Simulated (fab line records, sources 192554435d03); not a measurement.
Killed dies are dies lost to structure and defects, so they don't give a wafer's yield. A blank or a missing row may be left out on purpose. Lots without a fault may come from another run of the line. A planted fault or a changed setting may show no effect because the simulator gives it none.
Chamber matching | flow n5_finfet | N5_BEOL_M3_ALD_84 on ald_metal-02: 4 sister chambers
The step deposits TaN, pulse time 2 s, purge time 3 s, co reactant purge time 2 s. 8 wafers are shown with their chamber, then 7 later ones without.

WAFERS WITH THEIR CHAMBER
wafer  | chamber | heater_power_outer_w (W) | heater_power_w (W)
L078.2 | 2       | 173                      | 334
L083.1 | 1       | 175                      | 357
L083.5 | 0       | 228                      | 414
L086.3 | 2       | 174                      | 342
L086.4 | 3       | 272                      | 508
L086.6 | 3       | 261                      | 512
L091.1 | 1       | 175                      | 363
L091.3 | 0       | 225                      | 415

WAFERS WITHOUT THEIR CHAMBER
wafer  | heater_power_outer_w (W) | heater_power_w (W)
L091.6 | 232                      | 418
L094.1 | 270                      | 538
L094.4 | 236                      | 416
L094.5 | 263                      | 519
L096.2 | 266                      | 515
L096.3 | 228                      | 417
L096.5 | 172                      | 338

WHICH CHAMBER EACH WENT THROUGH
wafer  | from the rows above | in truth
L091.6 | 0                   | 0
L094.1 | 3                   | 3
L094.4 | 0                   | 0
L094.5 | 3                   | 3
L096.2 | 3                   | 3
L096.3 | 0                   | 0
L096.5 | 2                   | 2
Placed correctly: 7 of 7. Can't be placed from these rows: 0. Placed wrongly: 0.
How it was worked out, from the rows above alone: a wafer's distance from a chamber is the root of the sum, over the readings, of the square of ((its reading less the chamber's mean) divided by the reading's scatter). The wafer belongs to the nearest chamber; if the next one is less than 2 further off, it can't be placed. A chamber's mean is the mean of its shown wafers. The scatter: the root of (the sum of the squares of (reading less its chamber's mean) over the shown wafers, divided by (wafers less chambers)).
